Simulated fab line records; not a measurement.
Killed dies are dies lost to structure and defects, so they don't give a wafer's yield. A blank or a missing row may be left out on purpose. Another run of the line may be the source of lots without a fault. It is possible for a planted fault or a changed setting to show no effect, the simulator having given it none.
What tool caused it? + flow n5Finfet + at 1 step of a route of 1938, 22 lots with 66 wafers sampled

WHAT EACH GAUGE READ, for each wafer
N5_GATE_CUT_OVL_MEAS_14.
| lot  | measured     | on         | GATE_CUT_OVL (nm) |
|------|--------------|------------|-------------------|
| L074 | day 4 16:11  | overlay-01 | -0.2 -0.2 0.5     |
| L075 | day 4 21:41  | overlay-01 | 0.9 1.1 0.7       |
| L076 | day 4 22:56  | overlay-02 | -0.2 -0.4 -0.1    |
| L077 | day 5 06:38  | overlay-02 | -0.2 -0.1 -0.4    |
| L078 | day 5 14:47  | overlay-01 | -0.8 -0.6 -0.3    |
| L079 | day 5 17:00  | overlay-02 | 0.5 1.0 0.7       |
| L080 | day 5 23:14  | overlay-02 | 1.1 1.1 -0.7      |
| L081 | day 6 05:05  | overlay-02 | -0.5 -0.7 -1.0    |
| L083 | day 6 16:52  | overlay-02 | -0.3 -0.7 0.0     |
| L082 | day 6 18:09  | overlay-01 | 0.4 0.1 -0.7      |
| L085 | day 7 06:07  | overlay-01 | -0.3 0.2 0.5      |
| L086 | day 7 11:49  | overlay-01 | 0.5 -0.6 1.0      |
| L088 | day 8 06:55  | overlay-01 | 0.0 -0.8 -0.4     |
| L089 | day 8 08:13  | overlay-02 | 1.1 0.4 1.0       |
| L090 | day 8 13:58  | overlay-01 | 0.5 1.2 0.3       |
| L091 | day 8 21:05  | overlay-02 | -0.9 0.3 -0.6     |
| L092 | day 9 01:40  | overlay-01 | -0.9 -0.2 -0.5    |
| L093 | day 9 07:11  | overlay-02 | -0.6 0.9 -0.3     |
| L094 | day 9 12:37  | overlay-01 | 0.5 -0.2 -0.1     |
| L095 | day 10 01:10 | overlay-02 | 1.2 1.1 1.0       |
| L096 | day 10 02:41 | overlay-02 | -0.2 1.1 1.7      |
| L097 | day 10 09:18 | overlay-01 | 1.1 1.1 1.6       |

EACH LOT AND THE TOOL THAT RAN IT (in order: tool; ch and the chambers of the sampled wafers; start)
The record holds no process step before these readings.

WHAT THE TOOLS THEMSELVES READ (means of the sampled wafers that have a number; where no wafer has one, the mark that the record gives instead)
The record holds no such reading with a usual standard deviation.

THE ANSWER, worked out from the rows above alone
Rule: the usual values come from the lots themselves. Put in order of their means at a reading, lots are off if they are a third of the lots or fewer, leave a main group of 4 or more, and stand apart from it by a gap of 3 or more times the standard deviation of the main group's means; of several such gaps the widest counts. The tables above print the reading to a certain number of digits; a main group whose means all agree to those digits is not used. Also off: a lot with no number at a reading for which 4 or more lots have one. The other lots that the step has rows for count as sound. After the gauges, taken in route order, come the tools' own readings; for these a lot's mean is taken, as printed above. The first step at which some lot is off is used, and at that step the reading that is off furthest; a lot without a number counts as furthest.
Across all readings shown, no lot is off: no conclusion can be drawn from this.

WHAT THE SIMULATOR PUT IN
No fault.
